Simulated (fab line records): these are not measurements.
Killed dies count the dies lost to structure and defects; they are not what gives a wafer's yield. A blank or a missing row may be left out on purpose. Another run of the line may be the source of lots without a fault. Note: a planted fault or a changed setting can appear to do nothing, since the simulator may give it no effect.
The tool behind it: which one? -- flow n5-finfet -- Sampling: 24 lots, 72 wafers, 6 of 1938 route steps

WHAT EACH GAUGE READ, for each wafer
The record lacks any reading of a measuring or inspecting step that a usual standard deviation could be used to judge.

WHAT TOOL EACH LOT RAN ON (gives the tool, then ch and the chambers of the sampled wafers, and finally the start)
lot,N5_GATE_CUT_CMP_61,N5_MOL_CONTACT_COAG_CONTACT_ETCH_14,N5_MOL_CONTACT_COAG_CO_FILL_22,N5_MOL_CONTACT_COAG_ALD_123,N5_MOL_CONTACT_COAG_ALD_131,N5_MOL_CONTACT_COAG_ETCH_91
L074,"cmp-03 ch 0,1,2, day 4 18:37","rie-diel-01 ch 0,1,3, day 4 19:24","cvd-co-02 ch 1,2, day 4 22:11","ald-sin-01 ch 1,2,3, day 5 03:25","ald-sin-01 ch 0,1,3, day 5 04:45","rie-diel-01 ch 0,2,3, day 5 05:08"
L075,"cmp-03 ch 0,3, day 5 01:10","rie-diel-05 ch 1,3, day 5 02:07","cvd-co-01 ch 0,1,2, day 5 04:58","ald-sin-02 ch 1,2,3, day 5 12:31","ald-sin-01 ch 1,3, day 5 13:55","rie-diel-01 ch 1,2, day 5 14:12"
L076,"cmp-03 ch 0,1,2, day 5 03:28","rie-diel-06 ch 1,2, day 5 04:13","cvd-co-02 ch 0,2, day 5 08:44","ald-sin-02 ch 0,2,3, day 5 14:55","ald-sin-01 ch 0,1,3, day 5 16:00","rie-diel-05 ch 1,3, day 5 16:15"
L077,"cmp-03 ch 1,3, day 5 09:02","rie-diel-01 ch 0,1, day 5 10:13","cvd-co-02 ch 1,2, day 5 13:29","ald-sin-01 ch 0,1,3, day 5 19:21","ald-sin-01 ch 0,2,3, day 5 20:35","rie-diel-06 ch 1,2, day 5 20:47"
L078,"cmp-02 ch 0,1,2, day 5 14:00","rie-diel-01 ch 0,1,3, day 5 15:04","cvd-co-01 ch 0,1,2, day 5 17:18","ald-sin-01 ch 1,2, day 5 22:46","ald-sin-01 ch 0,1,2, day 6 00:10","rie-diel-05 ch 0,1, day 6 00:23"
L079,"cmp-01 ch 0,1,3, day 5 23:27","rie-diel-01 ch 1,2, day 6 00:15","cvd-co-01 ch 0,1, day 6 03:30","ald-sin-01 ch 0,3, day 6 11:11","ald-sin-03 ch 0,3, day 6 12:50","rie-diel-06 ch 0,2,3, day 6 13:04"
L080,"cmp-01 ch 0,2,3, day 6 04:46","rie-diel-05 ch 0,1,3, day 6 05:47","cvd-co-01 ch 0,2, day 6 09:35","ald-sin-01 ch 1,3, day 6 15:05","ald-sin-01 ch 0,1,3, day 6 16:10","rie-diel-06 ch 0,1,2, day 6 16:23"
L081,"cmp-02 ch 0,1,3, day 6 10:12","rie-diel-06 ch 1,3, day 6 11:06","cvd-co-01 ch 0,2, day 6 13:22","ald-sin-01 ch 0,2, day 6 19:10","ald-sin-03 ch 0,3, day 6 20:23","rie-diel-01 ch 0,2,3, day 6 20:36"
L082,"cmp-03 ch 0,3, day 6 20:47","rie-diel-01 ch 0,1, day 6 21:45","cvd-co-01 ch 0,1, day 7 00:13","ald-sin-01 ch 1,2, day 7 06:13","ald-sin-01 ch 0,1,2, day 7 07:34","rie-diel-06 ch 2,3, day 7 07:47"
L083,"cmp-01 ch 1,2, day 6 23:04","rie-diel-06 ch 0,2, day 6 23:54","cvd-co-01 ch 0,1, day 7 03:11","ald-sin-03 ch 0,1,2, day 7 08:40","ald-sin-03 ch 0,2,3, day 7 09:57","rie-diel-01 ch 1,3, day 7 10:10"
L084,"cmp-02 ch 0,1, day 7 05:08","rie-diel-06 ch 0,1, day 7 06:15","cvd-co-02 ch 0,1, day 7 09:35","ald-sin-02 ch 0,1,2, day 7 14:22","ald-sin-01 ch 1,2,3, day 7 16:04","rie-diel-06 ch 0,1, day 7 16:17"
L086,"cmp-03 ch 0,2,3, day 7 16:02","rie-diel-01 ch 1,3, day 7 16:56","cvd-co-02 ch 0,2, day 7 22:55","ald-sin-01 ch 0,3, day 8 05:36","ald-sin-03 ch 2,3, day 8 06:42","rie-diel-06 ch 0,2,3, day 8 06:55"
L085,"cmp-02 ch 0,2,3, day 7 20:20","rie-diel-05 ch 0,3, day 7 21:07","cvd-co-01 ch 0,1, day 8 00:28","ald-sin-02 ch 1,3, day 8 06:08","ald-sin-03 ch 1,2,3, day 8 07:46","rie-diel-01 ch 0,2, day 8 08:00"
L087,"cmp-03 ch 1,2, day 7 22:41","rie-diel-06 ch 0,2, day 7 23:47","cvd-co-02 ch 0,1,2, day 8 03:36","ald-sin-03 ch 0,1, day 8 08:39","ald-sin-01 ch 0,3, day 8 10:29","rie-diel-05 ch 1,3, day 8 10:43"
L088,"cmp-02 ch 0,1, day 8 03:05","rie-diel-06 ch 2,3, day 8 03:58","cvd-co-02 ch 0,2, day 8 05:44","ald-sin-01 ch 0,3, day 8 11:11","ald-sin-01 ch 0,1,3, day 8 12:40","rie-diel-06 ch 0,3, day 8 12:57"
L089,"cmp-03 ch 0,1,3, day 8 12:40","rie-diel-01 ch 0,2,3, day 8 13:39","cvd-co-01 ch 0,2, day 8 16:58","ald-sin-01 ch 0,1,2, day 9 01:25","ald-sin-03 ch 1,2,3, day 9 02:39","rie-diel-05 ch 0,1,2, day 9 02:52"
L090,"cmp-01 ch 0,2,3, day 8 14:31","rie-diel-05 ch 1,2,3, day 8 15:40","cvd-co-01 ch 0,1,2, day 8 17:47","ald-sin-03 ch 1,2,3, day 9 01:45","ald-sin-02 ch 0,2,3, day 9 03:08","rie-diel-06 ch 0,2,3, day 9 03:32"
L091,"cmp-02 ch 0,2,3, day 8 22:03","rie-diel-06 ch 0,3, day 8 22:59","cvd-co-02 ch 0,1,2, day 9 02:02","ald-sin-03 ch 1,2,3, day 9 06:57","ald-sin-03 ch 0,2,3, day 9 08:10","rie-diel-06 ch 0,3, day 9 08:23"
L092,"cmp-03 ch 0,1, day 9 02:13","rie-diel-06 ch 1,3, day 9 03:03","cvd-co-02 ch 0,2, day 9 05:43","ald-sin-01 ch 0,2,3, day 9 14:03","ald-sin-01 ch 0,3, day 9 15:25","rie-diel-05 ch 0,2,3, day 9 15:38"
L093,"cmp-02 ch 0,2,3, day 9 08:47","rie-diel-05 ch 1,2,3, day 9 09:45","cvd-co-02 ch 0,1,2, day 9 12:38","ald-sin-02 ch 1,2, day 9 18:18","ald-sin-02 ch 1,2, day 9 19:47","rie-diel-01 ch 0,2, day 9 20:07"
L094,"cmp-01 ch 1,2, day 9 15:10","rie-diel-05 ch 1,2,3, day 9 16:07","cvd-co-01 ch 1,2, day 9 21:10","ald-sin-03 ch 0,1,3, day 10 02:16","ald-sin-03 ch 0,2, day 10 04:23","rie-diel-06 ch 0,3, day 10 04:47"
L095,"cmp-02 ch 0,1, day 9 21:46","rie-diel-06 ch 0,3, day 9 23:23","cvd-co-02 ch 0,1,2, day 10 03:10","ald-sin-03 ch 0,1, day 10 07:26","ald-sin-03 ch 1,2, day 10 08:40","rie-diel-06 ch 0,2,3, day 10 08:55"
L096,"cmp-01 ch 0,2,3, day 10 02:53","rie-diel-01 ch 0,1,2, day 10 04:32","cvd-co-01 ch 1,2, day 10 06:53","ald-sin-02 ch 0,2, day 10 12:44","ald-sin-02 ch 0,2, day 10 13:58","rie-diel-06 ch 2,3, day 10 14:11"
L097,"cmp-03 ch 1,3, day 10 14:08","rie-diel-06 ch 1,3, day 10 15:07","cvd-co-02 ch 0,1,2, day 10 19:30","ald-sin-02 ch 0,3, day 11 04:47","ald-sin-03 ch 0,3, day 11 06:02","rie-diel-06 ch 1,3, day 11 06:20"
- N5_GATE_CUT_CMP_61: polishes, stops on SiNx, t overpolish 3 s.
- N5_MOL_CONTACT_COAG_CONTACT_ETCH_14: etches SiO2 in C4F6/O2, target depth 27.5 nm, overetch 8.5 nm, time 20 s.
- N5_MOL_CONTACT_COAG_CO_FILL_22: material Co, precursor CCTBA/H2, target thk 20 nm.
- N5_MOL_CONTACT_COAG_ALD_123: deposits SiNx, target thk 5 nm, pulse time 1 s, purge time 2 s.
- N5_MOL_CONTACT_COAG_ALD_131: deposits SiO2, target thk 5 nm, pulse time 1 s, co reactant pulse time 1 s.
- N5_MOL_CONTACT_COAG_ETCH_91: etches SOC in N2/H2, target depth 60 nm, overetch 21 nm, time 101.2 s.

AS READ BY THE TOOLS THEMSELVES (means over the sampled wafers that have a number; for cases with no such wafer, the mark the record gives instead)
N5_GATE_CUT_CMP_61. Usual: motor-current-A 12.1 A, standard deviation 1.3; platen-rpm 27.091 rpm, standard deviation 0.019; slurry-filter-dp-kPa 13.48 kPa, standard deviation 0.14.
lot,tool,motor-current-A (A),platen-rpm (rpm),slurry-filter-dp-kPa (kPa),flag
L074,cmp-03,12.4,27.103,13.50,
L075,cmp-03,13.4,27.077,13.51,
L076,cmp-03,12.7,27.088,13.43,
L077,cmp-03,13.7,27.084,13.51,
L078,cmp-02,10.2,27.092,13.38,
L079,cmp-01,12.3,27.078,13.41,
L080,cmp-01,12.2,27.079,13.40,
L081,cmp-02,11.2,27.099,13.42,
L082,cmp-03,13.2,27.106,13.47,
L083,cmp-01,12.8,27.099,13.64,
L084,cmp-02,10.7,27.084,13.50,
L086,cmp-03,12.8,27.086,13.49,
L085,cmp-02,10.9,27.097,13.45,
L087,cmp-03,12.6,27.082,13.47,
L088,cmp-02,10.7,27.083,13.37,
L089,cmp-03,13.2,27.088,13.51,
L090,cmp-01,12.6,27.086,13.50,
L091,cmp-02,11.0,27.082,13.43,
L092,cmp-03,12.5,27.085,13.41,
L093,cmp-02,10.7,27.095,13.54,
L094,cmp-01,12.5,27.113,13.63,
L095,cmp-02,10.8,27.096,13.55,
L096,cmp-01,12.6,27.084,13.40,
L097,cmp-03,13.5,27.095,13.47,

N5_MOL_CONTACT_COAG_CONTACT_ETCH_14. Usual: drypump-motor-current-A 5.8 A, standard deviation 0.59; oes-product-au 0.66 a.u., standard deviation 0.061; rf-vpp-V 691.7 V, standard deviation 2.9; showerhead-plenum-p-Torr 2.84 Torr, standard deviation 0.078; throttle-valve-pct 21.20 %, standard deviation 0.19.
lot,tool,drypump-motor-current-A (A),oes-product-au (a.u.),rf-vpp-V (V),showerhead-plenum-p-Torr (Torr),throttle-valve-pct (%),flag
L074,rie-diel-01,5.8,0.62,692.7,2.85,21.22,
L075,rie-diel-05,6.2,0.72,689.1,2.80,21.32,
L076,rie-diel-06,5.5,0.69,692.4,2.85,20.96,
L077,rie-diel-01,5.6,0.63,690.9,2.82,21.31,
L078,rie-diel-01,5.8,0.61,691.9,2.85,21.24,
L079,rie-diel-01,6.2,0.66,692.8,2.87,21.19,
L080,rie-diel-05,6.0,0.65,691.0,2.84,21.29,
L081,rie-diel-06,5.5,0.61,693.1,2.88,21.17,
L082,rie-diel-01,5.9,0.60,688.7,2.77,21.25,
L083,rie-diel-06,5.7,0.70,689.4,2.79,21.05,
L084,rie-diel-06,6.3,0.62,691.1,2.82,21.34,
L086,rie-diel-01,5.5,0.62,692.4,2.88,21.36,
L085,rie-diel-05,5.7,0.60,693.4,2.87,21.27,
L087,rie-diel-06,5.7,0.69,690.2,2.78,21.07,
L088,rie-diel-06,5.0,0.68,689.4,2.78,21.06,
L089,rie-diel-01,6.3,0.69,695.8,2.95,21.04,
L090,rie-diel-05,6.1,0.66,690.8,2.82,21.37,
L091,rie-diel-06,5.3,0.65,688.5,2.77,21.26,
L092,rie-diel-06,5.5,0.77,693.5,2.88,20.95,
L093,rie-diel-05,6.0,0.66,690.3,2.81,21.38,
L094,rie-diel-05,6.1,0.65,690.9,2.81,21.39,
L095,rie-diel-06,5.9,0.63,688.9,2.76,21.36,
L096,rie-diel-01,6.1,0.68,694.2,2.92,21.15,
L097,rie-diel-06,5.5,0.76,692.8,2.87,20.96,

N5_MOL_CONTACT_COAG_CO_FILL_22. Usual: 236 W for heater-power-w, sd 16.
lot,tool,heater-power-w (W),flag
L074,cvd-co-02,241,
L075,cvd-co-01,233,
L076,cvd-co-02,251,
L077,cvd-co-02,235,
L078,cvd-co-01,232,
L079,cvd-co-01,237,
L080,cvd-co-01,227,
L081,cvd-co-01,221,
L082,cvd-co-01,243,
L083,cvd-co-01,237,
L084,cvd-co-02,224,
L086,cvd-co-02,251,
L085,cvd-co-01,243,
L087,cvd-co-02,236,
L088,cvd-co-02,250,
L089,cvd-co-01,219,
L090,cvd-co-01,236,
L091,cvd-co-02,239,
L092,cvd-co-02,252,
L093,cvd-co-02,236,
L094,cvd-co-01,238,
L095,cvd-co-02,238,
L096,cvd-co-01,241,
L097,cvd-co-02,242,

N5_MOL_CONTACT_COAG_ALD_123. Usual: heater-power-w 809 W, standard deviation 69; precursor-pulse-height-rel 1.002, standard deviation 0.019.
lot,tool,heater-power-w (W),precursor-pulse-height-rel,flag
L074,ald-sin-01,810,1.007,
L075,ald-sin-02,799,1.025,
L076,ald-sin-02,817,1.006,
L077,ald-sin-01,795,1.013,
L078,ald-sin-01,811,1.011,
L079,ald-sin-01,790,0.998,
L080,ald-sin-01,834,1.018,
L081,ald-sin-01,784,0.986,
L082,ald-sin-01,797,0.974,
L083,ald-sin-03,805,1.004,
L084,ald-sin-02,862,0.994,
L086,ald-sin-01,756,1.003,
L085,ald-sin-02,789,0.994,
L087,ald-sin-03,802,1.004,
L088,ald-sin-01,792,1.017,
L089,ald-sin-01,788,0.989,
L090,ald-sin-03,842,1.004,
L091,ald-sin-03,858,1.021,
L092,ald-sin-01,780,0.990,
L093,ald-sin-02,837,1.020,
L094,ald-sin-03,855,0.983,
L095,ald-sin-03,831,1.001,
L096,ald-sin-02,830,1.008,
L097,ald-sin-02,792,1.001,

N5_MOL_CONTACT_COAG_ALD_131. Usual: heater-power-w 75 W, standard deviation 7.2; precursor-pulse-height-rel 1.001, standard deviation 0.02.
lot,tool,heater-power-w (W),precursor-pulse-height-rel,flag
L074,ald-sin-01,74,0.992,
L075,ald-sin-01,76,0.992,
L076,ald-sin-01,73,0.996,
L077,ald-sin-01,71,1.012,
L078,ald-sin-01,73,0.997,
L079,ald-sin-03,83,1.011,
L080,ald-sin-01,74,1.002,
L081,ald-sin-03,84,1.006,
L082,ald-sin-01,73,1.008,
L083,ald-sin-03,77,0.999,
L084,ald-sin-01,75,1.003,
L086,ald-sin-03,74,1.013,
L085,ald-sin-03,81,1.002,
L087,ald-sin-01,73,1.012,
L088,ald-sin-01,74,1.005,
L089,ald-sin-03,78,1.010,
L090,ald-sin-02,76,0.990,
L091,ald-sin-03,75,1.011,
L092,ald-sin-01,72,0.989,
L093,ald-sin-02,78,0.993,
L094,ald-sin-03,68,0.994,
L095,ald-sin-03,72,0.993,
L096,ald-sin-02,82,1.020,
L097,ald-sin-03,76,1.010,

N5_MOL_CONTACT_COAG_ETCH_91. Usual: drypump-motor-current-A 5.7 A, standard deviation 0.64; oes-product-au 0.65 a.u., standard deviation 0.061; rf-vpp-V 522.8 V, standard deviation 2.3; showerhead-plenum-p-Torr 2.51 Torr, standard deviation 0.081; throttle-valve-pct 17.83 %, standard deviation 0.17.
lot,tool,drypump-motor-current-A (A),oes-product-au (a.u.),rf-vpp-V (V),showerhead-plenum-p-Torr (Torr),throttle-valve-pct (%),flag
L074,rie-diel-01,6.3,0.60,523.5,2.53,17.80,
L075,rie-diel-01,5.7,0.64,523.5,2.54,17.91,
L076,rie-diel-05,6.2,0.69,521.6,2.47,17.96,
L077,rie-diel-06,5.5,0.68,524.8,2.54,17.67,
L078,rie-diel-05,5.7,0.68,523.1,2.55,17.95,
L079,rie-diel-06,5.5,0.67,521.1,2.47,17.77,
L080,rie-diel-06,5.8,0.64,523.8,2.52,17.83,
L081,rie-diel-01,6.3,0.60,523.1,2.52,17.82,
L082,rie-diel-06,5.0,0.67,521.3,2.47,17.73,
L083,rie-diel-01,5.7,0.60,525.4,2.58,17.88,
L084,rie-diel-06,6.0,0.59,524.2,2.56,17.98,
L086,rie-diel-06,5.5,0.66,521.0,2.46,17.79,
L085,rie-diel-01,6.4,0.77,527.0,2.67,17.61,
L087,rie-diel-05,6.2,0.67,521.7,2.46,18.01,
L088,rie-diel-06,5.9,0.62,521.4,2.45,17.93,
L089,rie-diel-05,5.6,0.64,523.9,2.55,17.91,
L090,rie-diel-06,5.5,0.65,520.5,2.46,17.81,
L091,rie-diel-06,5.3,0.63,521.2,2.45,17.91,
L092,rie-diel-05,5.9,0.61,523.3,2.52,17.93,
L093,rie-diel-01,6.5,0.69,524.8,2.60,17.72,
L094,rie-diel-06,5.9,0.61,520.1,2.44,17.96,
L095,rie-diel-06,5.5,0.64,521.4,2.45,17.83,
L096,rie-diel-06,5.1,0.66,522.0,2.46,17.69,
L097,rie-diel-06,5.5,0.73,524.5,2.56,17.70,

THE ANSWER, worked out from the rows above alone
Rule: a lot is off if the mean of its wafers that have a number lies more than 3 standard deviations from the usual mean. Also off: a lot with no number at a reading for which 4 or more lots have one. Any other lot the step has rows for is counted as sound. First the gauges in route order, then the tools' own readings, where a lot's mean is used as printed above. The first step at which some lot is off is used, and at that step the reading that is off furthest; a lot without a number counts as furthest.
None of the lots is off at any reading shown; this tells nothing.

WHAT THE SIMULATOR HAD PUT IN
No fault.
